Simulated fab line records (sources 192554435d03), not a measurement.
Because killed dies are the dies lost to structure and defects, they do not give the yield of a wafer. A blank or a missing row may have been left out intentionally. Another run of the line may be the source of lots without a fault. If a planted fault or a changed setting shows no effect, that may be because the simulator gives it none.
fab line records	flow n5_finfet
record: lots: 7	wafers: 39
route steps=1938 shown FIN_SAQP@125 DUMMY_GATE@237 SD_EPI_N@281 HKMG_FIN@438 GATE_CUT@501 MOL_CONTACT_COAG@570 PASSIVATION@1936
start_h: hours from the record's opening day to when the first of the lot's shown wafers began	wait_h: how many hours have passed since the lot's step before this one	" same as the row above	L1.1+2: a row that stands for several wafers	- no value present, or no start provided	* or withheld: withheld	< > ~ a bound
route shown NAME@n: NAME is a module with steps in the file, n the number in the route of the first one	usual: mean and standard deviation over wafers with no fault	same: alike in all rows	chamber/n: place in a boat	sites: each site's reading	_std_site: standard deviation across them	_edge_site: inner sites' mean taken away from outer sites' mean	radius_mm: for every site, how far away it sits from the centre of the wafer	mask NAME#n: copy n	behind: the last tool/chamber to shape the wafer	hold: reason for holding the lot/hours on hold/outcome of the hold	device: transistor that didn't switch, given as n, p or np	end of line: the tests these same wafers got at the end of their route	where a step has no rows: the recipe by itself	killed: at the first sort, the dies lost to defects and structure; wafer yield is something else	map: dies across one wafer; x = killed, . = not, _ = none there
set.NAME: the run value of the setting; set.NAME@STEP: its run value at that earlier step	model.NAME: the simulator's own value behind a step, which no gauge read
lots where settings were altered on purpose, with a table for each step and a row for each wafer
== steps ==
step: N5_FIN_SAQP_SPACER1_ALD_24
recipe: material: SiO2	target_thk_a: 203	temp_c: 300	ald_precursor_family: BDEAS	ald_co_reactant: O2-plasma	pulse_time_s: 1	purge_time_s: 2	co_reactant_purge_time_s: 2	ald_cycles: 218	pressure_torr: 2
step: N5_DUMMY_GATE_ETCH_37
recipe: chemistry: N2/H2	target: SOC	target_depth_a: 600	overetch_a: 300	temp_c: 40	ion_energy_ev: 200	pressure_mtorr: 30	source_w: 840	bias_w: 150	n2_flow_sccm: 200	h2_flow_sccm: 200
step: N5_DUMMY_GATE_ETCH_32
recipe: chemistry: CF4	target: SiO2	target_depth_a: 35	time_s: 3.9	ion_energy_ev: 350	pressure_mtorr: 10	icp_w: 800	bias_w: 400	cf4_flow_sccm: 80
step: N5_SD_EPI_N_SD_RECESS_17
recipe: chemistry: HBr/Cl2/O2	target_depth_a: 410	mask_material: SOC	time_s: 23.7	bt_time_s: 3	pressure_mtorr: 10	icp_w: 800	bias_w: 112	HBr_flow_sccm: 150	Cl2_flow_sccm: 80	O2_flow_sccm: 12
step: N5_HKMG_FIN_ETCH_35
recipe: chemistry: N2/H2	target: SOC	target_depth_a: 2158	ion_energy_ev: 65	bias_w: 5	source_w: 3000	time_s: 243.4	pressure_mtorr: 30	n2_flow_sccm: 200	h2_flow_sccm: 200
step: N5_HKMG_FIN_ALD_21
recipe: material: TiN	target_thk_a: 15	temp_c: 400	ald_precursor_family: TiCl4	ald_co_reactant: NH3	pulse_time_s: 1	purge_time_s: 3	co_reactant_purge_time_s: 2	co_reactant_pulse_time_s: 2	ald_cycles: 68	pressure_torr: 3
step: N5_GATE_CUT_CUT_ETCH_54
recipe: chemistry: Cl2/BCl3	target: TiN	mask_material: SiO2	target_depth_a: 967	pressure_mtorr: 10	icp_w: 1000	bias_w: 126	Cl2_flow_sccm: 53.25	bcl3_flow_sccm: 21.75	Ar_flow_sccm: 25	ends: cleared
step: N5_MOL_CONTACT_COAG_EXPOSE_81
recipe: mask_id: VG	na: 0.33	source_shape: annular	sigma_inner: 0.3	sigma_outer: 0.7	polarization: unpolarized	defocus_nm: 0	dose_mj: 59.5
step: N5_PASSIVATION_PROBE_49
usual: killed_on_rim: 14/3.8
lot.wafer	tool	chamber	start_h	wait_h	set.ald_cycles@FIN_SAQP_SPACER1_ALD_24	set.source_w@DUMMY_GATE_ETCH_37	set.time_s@DUMMY_GATE_ETCH_32	set.time_s@SD_EPI_N_SD_RECESS_17	set.target_depth_a@HKMG_FIN_ETCH_35	set.ald_cycles@HKMG_FIN_ALD_21	set.icp_w@GATE_CUT_CUT_ETCH_54	set.dose_mj@MOL_CONTACT_COAG_EXPOSE_81	killed_on_rim
L078.1	prober-01	-	283.56	0.0	187	840	3.9	23.7	2158	68	896.7	57.69	52
L078.2	prober-01	-	283.61	0.1	218	840	3.9	25.43	1934	59	1000	57.69	14
L078.3	prober-01	-	283.66	0.1	218	840	4.422	25.43	2158	68	896.7	59.5	13
L078.4	prober-01	-	283.71	0.2	187	840	4.422	25.43	1934	68	1000	59.5	52
L078.5	prober-01	-	283.76	0.2	218	840	4.422	23.7	1934	59	896.7	59.5	16
L078.6	prober-01	-	283.81	0.3	187	840	3.9	23.7	2158	59	1000	57.69	43
L082.1	prober-01	-	333.56	0.0	188	922.8	3.554	23.7	1997	68	1090	59.5	32
L082.2	prober-01	-	333.61	0.1	188	840	3.554	25.66	1997	68	1000	62.72	32
L082.3	prober-01	-	333.66	0.1	218	922.8	3.554	25.66	2158	68	1090	62.72	11
L082.4	prober-01	-	333.71	0.2	188	922.8	3.9	25.66	2158	68	1000	59.5	34
L082.5	prober-01	-	333.76	0.2	218	840	3.9	23.7	1997	68	1000	59.5	14
L082.6	prober-01	-	333.81	0.3	218	840	3.9	23.7	2158	68	1090	62.72	9
L087.2	prober-01	-	359.80	0.1	218	840	3.9	23.7	2158	68	1000	59.5	13
L087.3	prober-01	-	359.85	0.1	218	840	3.9	23.7	2158	68	1000	59.5	22
L087.6	prober-01	-	360.00	0.3	218	840	3.9	23.7	2158	68	1000	59.5	15
L090.1	prober-01	-	378.64	0.0	230	977.3	3.398	23.7	2158	68	1000	59.5	21
L090.2	prober-01	-	378.69	0.1	218	840	3.398	25.37	2158	68	825.4	59.5	13
L090.3	prober-01	-	378.74	0.1	218	840	3.9	25.37	2281	68	825.4	59.5	13
L090.4	prober-01	-	378.79	0.2	218	977.3	3.9	23.7	2158	68	825.4	59.5	14
L090.5	prober-01	-	378.84	0.2	230	840	3.398	23.7	2281	68	1000	59.5	14
L090.6	prober-01	-	378.89	0.3	230	977.3	3.9	25.37	2281	68	1000	59.5	11
L092.1	prober-02	-	394.17	0.0	218	840	3.9	23.7	2158	68	1000	61.78	22
L092.2	prober-02	-	394.22	0.1	218	840	3.288	25.13	2071	68	1000	59.5	15
L092.3	prober-02	-	394.27	0.1	235	840	3.288	23.7	2071	68	1000	61.78	14
L092.4	prober-02	-	394.32	0.2	235	840	3.9	23.7	2158	68	1000	59.5	11
L092.5	prober-02	-	394.37	0.2	235	840	3.9	25.13	2071	68	1000	59.5	17
L092.6	prober-02	-	394.42	0.3	218	840	3.288	25.13	2158	68	1000	61.78	11
L094.1	prober-02	-	397.93	0.6	228	775.2	3.9	23.7	2267	68	1000	59.5	18
L094.2	prober-02	-	397.98	0.6	218	775.2	3.9	23.7	2267	71	1000	59.5	15
L094.3	prober-02	-	398.03	0.7	218	840	3.9	23.7	2267	68	1079	61.45	11
L094.4	prober-02	-	398.08	0.7	228	840	3.9	23.7	2158	68	1000	61.45	15
L094.5	prober-02	-	398.13	0.8	218	775.2	3.9	23.7	2158	71	1079	61.45	15
L094.6	prober-02	-	398.18	0.8	228	840	3.9	23.7	2158	71	1079	59.5	19
L097.1	prober-01	-	411.86	0.0	218	840	3.4	23.7	1889	72	911.1	59.5	12
L097.2	prober-01	-	411.91	0.1	218	840	3.9	24.87	1889	72	1000	61.54	15
L097.3	prober-01	-	411.96	0.1	218	840	3.9	23.7	2158	68	911.1	59.5	10
L097.4	prober-01	-	412.01	0.2	218	840	3.4	23.7	1889	68	1000	61.54	13
L097.5	prober-01	-	412.06	0.2	218	840	3.9	24.87	2158	68	911.1	61.54	8
L097.6	prober-01	-	412.11	0.3	218	840	3.4	24.87	2158	72	1000	59.5	17
killed by level:class
L078.1 FIN_SAQP:area_ald=51 MOL_CONTACT_COAG:area_expose=10 BEOL_M3:geometric_particle:open=9 BEOL_M4:geometric_particle:open=9 GATE_CUT:geometric_particle:short=6 MOL_CONTACT_COAG:geometric_particle:open=6 STI_FIN_REVEAL:geometric_particle:open=5 BEOL_M0_SAQP:geometric_particle:short=5
L078.2 BEOL_M4:geometric_particle:open=12 MOL_CONTACT_COAG:geometric_particle:open=11 BEOL_M2:geometric_particle:open=11 STI_FIN_REVEAL:geometric_particle:open=10 FIN_SAQP:geometric_particle:open=9 FIN_SAQP:geometric_particle:short=5 BEOL_M3:geometric_particle:open=5 BEOL_M0:geometric_particle:open=4
L078.3 STI_FIN_REVEAL:geometric_particle:open=15 MOL_CONTACT_COAG:geometric_particle:open=11 BEOL_M4:geometric_particle:open=11 BEOL_M1:geometric_particle:open=7 BEOL_M3:geometric_particle:open=7 BEOL_M5:geometric_particle:open=5 STI_FIN_REVEAL:geometric_particle:short=4 ILD0:geometric_particle:open=4
L078.4 FIN_SAQP:area_ald=57 STI_FIN_REVEAL:geometric_particle:open=21 BEOL_M4:geometric_particle:open=16 MOL_CONTACT_COAG:geometric_particle:open=7 BEOL_M3:geometric_particle:open=7 BEOL_M0_SAQP:geometric_particle:short=5 FIN_SAQP:geometric_particle:open=4 FIN_SAQP:geometric_particle:short=4
L078.5 BEOL_M4:geometric_particle:open=15 MOL_CONTACT_COAG:geometric_particle:open=11 GATE_CUT:geometric_particle:short=10 STI_FIN_REVEAL:geometric_particle:open=8 BEOL_M3:geometric_particle:open=8 BEOL_M7:geometric_particle:open=7 BEOL_M0_SAQP:geometric_particle:open=5 BEOL_M4:geometric_particle:short=5
L078.6 FIN_SAQP:area_ald=51 STI_FIN_REVEAL:geometric_particle:open=14 BEOL_M2:geometric_particle:open=10 BEOL_M1:geometric_particle:open=10 MOL_CONTACT_COAG:area_expose=10 GATE_CUT:geometric_particle:short=9 MOL_CONTACT_COAG:geometric_particle:open=7 BEOL_M4:geometric_particle:open=7
L082.1 FIN_SAQP:area_ald=31 MOL_CONTACT_COAG:geometric_particle:open=10 FIN_SAQP:geometric_particle:open=9 BEOL_M0_SAQP:geometric_particle:open=6 MOL_CONTACT_COAG:geometric_particle:short=5 BEOL_M0_SAQP:geometric_particle:short=5 BEOL_M4:geometric_particle:open=4 STI_FIN_REVEAL:geometric_particle:open=3
L082.2 FIN_SAQP:area_ald=27 MOL_CONTACT_COAG:geometric_particle:open=11 BEOL_M0_SAQP:geometric_particle:open=8 STI_FIN_REVEAL:geometric_particle:open=7 BEOL_M0_SAQP:geometric_particle:short=7 BEOL_M4:geometric_particle:open=7 FIN_SAQP:geometric_particle:open=5 FIN_SAQP:geometric_particle:short=5
L082.3 FIN_SAQP:geometric_particle:open=21 FIN_SAQP:geometric_particle:short=11 BEOL_M0_SAQP:geometric_particle:open=10 BEOL_M4:geometric_particle:open=7 BEOL_M0_SAQP:geometric_particle:short=5 BEOL_M1:geometric_particle:open=5 BEOL_M1:geometric_particle:short=4 MOL_CONTACT_COAG:geometric_particle:short=3
L082.4 FIN_SAQP:area_ald=24 MOL_CONTACT_COAG:geometric_particle:open=19 FIN_SAQP:geometric_particle:open=14 BEOL_M0_SAQP:geometric_particle:open=14 BEOL_M0_SAQP:geometric_particle:short=11 DUMMY_GATE:geometric_particle:open=9 BEOL_M1:geometric_particle:open=9 FIN_SAQP:geometric_particle:short=5
L082.5 FIN_SAQP:geometric_particle:open=12 MOL_CONTACT_COAG:geometric_particle:open=11 FIN_SAQP:geometric_particle:short=7 DUMMY_GATE:geometric_particle:open=7 BEOL_M3:geometric_particle:open=6 BEOL_M4:geometric_particle:open=6 BEOL_M0_SAQP:geometric_particle:short=5 BEOL_M1:geometric_particle:open=5
L082.6 MOL_CONTACT_COAG:geometric_particle:open=11 FIN_SAQP:geometric_particle:open=10 FIN_SAQP:geometric_particle:short=9 BEOL_M4:geometric_particle:open=5 BEOL_M0_SAQP:geometric_particle:short=4 GATE_CUT:geometric_particle:short=3 BEOL_M7:geometric_particle:open=3 DUMMY_GATE:geometric_particle:open=2
L087.2 STI_FIN_REVEAL:geometric_particle:open=12 BEOL_M2:geometric_particle:open=10 BEOL_M0_SAQP:geometric_particle:open=10 BEOL_M1:geometric_particle:open=9 BEOL_M4:geometric_particle:open=9 STI_FIN_REVEAL:geometric_particle:short=8 BEOL_M0_SAQP:geometric_particle:short=8 MOL_CONTACT_COAG:geometric_particle:short=5
L087.3 BEOL_M1:geometric_particle:open=16 BEOL_M0_SAQP:geometric_particle:short=12 FIN_SAQP:geometric_particle:open=10 STI_FIN_REVEAL:geometric_particle:open=10 MOL_CONTACT_COAG:geometric_particle:open=9 BEOL_M0_SAQP:geometric_particle:open=8 FIN_SAQP:geometric_particle:short=5 BEOL_M5:geometric_particle:open=5
L087.6 STI_FIN_REVEAL:geometric_particle:open=14 MOL_CONTACT_COAG:geometric_particle:open=9 BEOL_M2:geometric_particle:open=9 BEOL_M0_SAQP:geometric_particle:short=8 FIN_SAQP:geometric_particle:open=6 STARTING-WAFER:geometric_particle:short=6 MOL_CONTACT_COAG:geometric_particle:short=6 BEOL_M1:geometric_particle:open=6
L090.1 FIN_SAQP:geometric_particle:open=20 BEOL_M3:geometric_particle:open=13 MOL_CONTACT_COAG:geometric_particle:open=13 BEOL_M4:geometric_particle:open=9 BEOL_M0_SAQP:geometric_particle:open=8 BEOL_M2:geometric_particle:open=6 FIN_SAQP:geometric_particle:short=5 ILD0:geometric_particle:short=5
L090.2 MOL_CONTACT_COAG:geometric_particle:open=17 FIN_SAQP:geometric_particle:open=9 BEOL_M2:geometric_particle:open=8 GATE_CUT:geometric_particle:short=7 BEOL_M4:geometric_particle:open=6 GATE_CUT:geometric_particle:open=4 MOL_CONTACT_COAG:geometric_particle:short=3 BEOL_M0_SAQP:geometric_particle:short=3
L090.3 MOL_CONTACT_COAG:geometric_particle:open=23 BEOL_M2:geometric_particle:open=9 MOL_CONTACT_COAG:geometric_particle:short=7 BEOL_M1:geometric_particle:open=7 BEOL_M3:geometric_particle:open=7 BEOL_M0_SAQP:geometric_particle:open=6 STI_FIN_REVEAL:geometric_particle:open=5 BEOL_M0_SAQP:geometric_particle:short=5
L090.4 FIN_SAQP:geometric_particle:open=15 MOL_CONTACT_COAG:geometric_particle:open=14 FIN_SAQP:geometric_particle:short=9 BEOL_M0_SAQP:geometric_particle:short=7 BEOL_M3:geometric_particle:open=7 BEOL_M4:geometric_particle:open=7 ILD0:geometric_particle:open=6 BEOL_M0_SAQP:geometric_particle:open=5
L090.5 MOL_CONTACT_COAG:geometric_particle:open=15 FIN_SAQP:geometric_particle:short=13 FIN_SAQP:geometric_particle:open=10 BEOL_M2:geometric_particle:open=6 BEOL_M0_SAQP:geometric_particle:short=5 BEOL_M0_SAQP:geometric_particle:open=4 BEOL_M3:geometric_particle:open=4 STARTING-WAFER:geometric_particle:open=4
L090.6 MOL_CONTACT_COAG:geometric_particle:open=15 FIN_SAQP:geometric_particle:open=10 BEOL_M3:geometric_particle:open=9 BEOL_M2:geometric_particle:open=8 FIN_SAQP:geometric_particle:short=6 GATE_CUT:geometric_particle:short=6 MOL_CONTACT_COAG:geometric_particle:short=5 BEOL_M0_SAQP:geometric_particle:short=5
L092.1 MOL_CONTACT_COAG:geometric_particle:open=14 BEOL_M4:geometric_particle:open=11 BEOL_M0_SAQP:geometric_particle:open=10 BEOL_M0_SAQP:geometric_particle:short=10 BEOL_M2:geometric_particle:open=6 STI_FIN_REVEAL:geometric_particle:open=4 MOL_CONTACT_COAG:geometric_particle:short=4 PASS1_CAP:geometric_particle:open=4
L092.2 STI_FIN_REVEAL:geometric_particle:open=15 BEOL_M0_SAQP:geometric_particle:open=10 BEOL_M0_SAQP:geometric_particle:short=10 BEOL_M3:geometric_particle:open=8 FIN_SAQP:geometric_particle:short=7 BEOL_M4:geometric_particle:open=6 STARTING-WAFER:geometric_particle:open=6 FIN_SAQP:geometric_particle:open=5
L092.3 MOL_CONTACT_COAG:geometric_particle:open=12 BEOL_M4:geometric_particle:open=10 BEOL_M0_SAQP:geometric_particle:short=9 FIN_SAQP:geometric_particle:short=8 GATE_CUT:geometric_particle:short=8 FIN_SAQP:area_ald=8 STI_FIN_REVEAL:geometric_particle:open=7 MOL_CONTACT_COAG:geometric_particle:short=6
L092.4 MOL_CONTACT_COAG:geometric_particle:open=17 FIN_SAQP:area_ald=11 BEOL_M0_SAQP:geometric_particle:open=10 BEOL_M4:geometric_particle:open=10 STI_FIN_REVEAL:geometric_particle:open=9 BEOL_M0_SAQP:geometric_particle:short=9 MOL_CONTACT_COAG:geometric_particle:short=7 BEOL_M2:geometric_particle:open=7
L092.5 MOL_CONTACT_COAG:geometric_particle:open=22 BEOL_M0_SAQP:geometric_particle:short=17 BEOL_M4:geometric_particle:open=16 BEOL_M0_SAQP:geometric_particle:open=13 STI_FIN_REVEAL:geometric_particle:open=11 FIN_SAQP:area_ald=11 BEOL_M3:geometric_particle:open=9 BEOL_M1:geometric_particle:open=6
L092.6 BEOL_M3:geometric_particle:open=12 BEOL_M2:geometric_particle:open=11 BEOL_M4:geometric_particle:open=10 BEOL_M0_SAQP:geometric_particle:open=9 MOL_CONTACT_COAG:geometric_particle:open=8 BEOL_M0_SAQP:geometric_particle:short=8 STI_FIN_REVEAL:geometric_particle:open=5 GATE_CUT:geometric_particle:short=4
L094.1 MOL_CONTACT_COAG:geometric_particle:open=22 STI_FIN_REVEAL:geometric_particle:open=15 BEOL_M0_SAQP:geometric_particle:open=14 FIN_SAQP:geometric_particle:open=7 MOL_CONTACT_COAG:geometric_particle:short=7 BEOL_M0_SAQP:geometric_particle:short=7 FIN_SAQP:geometric_particle:short=5 GATE_CUT:geometric_particle:short=4
L094.2 FIN_SAQP:geometric_particle:short=19 FIN_SAQP:geometric_particle:open=14 BEOL_M0_SAQP:geometric_particle:short=13 STI_FIN_REVEAL:geometric_particle:open=12 MOL_CONTACT_COAG:geometric_particle:open=12 BEOL_M0_SAQP:geometric_particle:open=11 BEOL_M0:geometric_particle:short=8 BEOL_M4:geometric_particle:open=7
L094.3 FIN_SAQP:geometric_particle:short=20 FIN_SAQP:geometric_particle:open=18 STI_FIN_REVEAL:geometric_particle:open=14 BEOL_M0_SAQP:geometric_particle:short=12 MOL_CONTACT_COAG:geometric_particle:open=9 BEOL_M0_SAQP:geometric_particle:open=9 BEOL_M3:geometric_particle:open=4 GATE_CUT:geometric_particle:open=3
L094.4 MOL_CONTACT_COAG:geometric_particle:open=23 FIN_SAQP:geometric_particle:open=14 BEOL_M4:geometric_particle:open=12 BEOL_M0_SAQP:geometric_particle:open=10 FIN_SAQP:geometric_particle:short=8 BEOL_M0_SAQP:geometric_particle:short=8 STI_FIN_REVEAL:geometric_particle:open=7 MOL_CONTACT_COAG:geometric_particle:short=5
L094.5 STI_FIN_REVEAL:geometric_particle:open=13 MOL_CONTACT_COAG:geometric_particle:open=12 BEOL_M0_SAQP:geometric_particle:short=9 FIN_SAQP:geometric_particle:short=7 BEOL_M0_SAQP:geometric_particle:open=7 BEOL_M4:geometric_particle:open=6 BEOL_M2:geometric_particle:open=5 FIN_SAQP:geometric_particle:open=4
L094.6 STI_FIN_REVEAL:geometric_particle:open=21 FIN_SAQP:geometric_particle:short=17 MOL_CONTACT_COAG:geometric_particle:open=16 FIN_SAQP:geometric_particle:open=13 BEOL_M0_SAQP:geometric_particle:short=10 BEOL_M1:geometric_particle:open=10 BEOL_M3:geometric_particle:open=9 BEOL_M0_SAQP:geometric_particle:open=8
L097.1 STI_FIN_REVEAL:geometric_particle:open=15 MOL_CONTACT_COAG:geometric_particle:open=13 BEOL_M4:geometric_particle:open=6 GATE_CUT:geometric_particle:short=5 BEOL_M2:geometric_particle:open=5 MOL_CONTACT_COAG:geometric_particle:short=4 BEOL_M2:geometric_particle:short=4 BEOL_M3:geometric_particle:open=4
L097.2 FIN_SAQP:geometric_particle:short=17 BEOL_M2:geometric_particle:open=13 FIN_SAQP:geometric_particle:open=11 MOL_CONTACT_COAG:geometric_particle:open=10 BEOL_M0_SAQP:geometric_particle:open=6 BEOL_M4:geometric_particle:open=5 MOL_CONTACT_COAG:geometric_particle:short=4 BEOL_M0_SAQP:geometric_particle:short=4
L097.3 MOL_CONTACT_COAG:geometric_particle:open=19 STI_FIN_REVEAL:geometric_particle:open=7 BEOL_M0_SAQP:geometric_particle:short=7 BEOL_M2:geometric_particle:open=6 FIN_SAQP:geometric_particle:short=4 BEOL_M0_SAQP:geometric_particle:open=4 BEOL_M7:geometric_particle:open=4 STARTING-WAFER:geometric_particle:open=4
L097.4 MOL_CONTACT_COAG:geometric_particle:open=15 BEOL_M2:geometric_particle:open=11 STI_FIN_REVEAL:geometric_particle:open=7 BEOL_M4:geometric_particle:open=7 FIN_SAQP:geometric_particle:short=6 FIN_SAQP:geometric_particle:open=6 GATE_CUT:geometric_particle:short=5 BEOL_M0_SAQP:geometric_particle:short=5
L097.5 BEOL_M2:geometric_particle:open=15 MOL_CONTACT_COAG:geometric_particle:open=11 FIN_SAQP:geometric_particle:open=8 BEOL_M4:geometric_particle:open=6 BEOL_M0_SAQP:geometric_particle:short=4 STI_FIN_REVEAL:geometric_particle:short=3 STI_FIN_REVEAL:geometric_particle:open=3 GATE_CUT:geometric_particle:open=3
L097.6 MOL_CONTACT_COAG:geometric_particle:open=19 STI_FIN_REVEAL:geometric_particle:open=8 FIN_SAQP:geometric_particle:short=6 BEOL_M2:geometric_particle:open=5 MOL_CONTACT_COAG:geometric_particle:short=4 BEOL_M0_SAQP:geometric_particle:short=4 BEOL_M7:geometric_particle:open=4 FIN_SAQP:geometric_particle:open=3
== key ==
split: step: N5_FIN_SAQP_SPACER1_ALD_24	setting: ald_cycles	stated_as: 218
response: step: N5_PASSIVATION_PROBE_49	reading: killed_on_rim	slope: -1.51	per: 1%	together_with: all	explained: 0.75
split: step: N5_DUMMY_GATE_ETCH_37	setting: source_w	stated_as: 840
response none clear
split: step: N5_DUMMY_GATE_ETCH_32	setting: time_s	stated_as: 3.9
response none clear
split: step: N5_SD_EPI_N_SD_RECESS_17	setting: time_s	stated_as: 23.7
response none clear
split: step: N5_HKMG_FIN_ETCH_35	setting: target_depth_a	stated_as: 2158
response none clear
split: step: N5_HKMG_FIN_ALD_21	setting: ald_cycles	stated_as: 68
response none clear
split: step: N5_GATE_CUT_CUT_ETCH_54	setting: icp_w	stated_as: 1000
response none clear
split: step: N5_MOL_CONTACT_COAG_EXPOSE_81	setting: dose_mj	stated_as: 59.5
response none clear
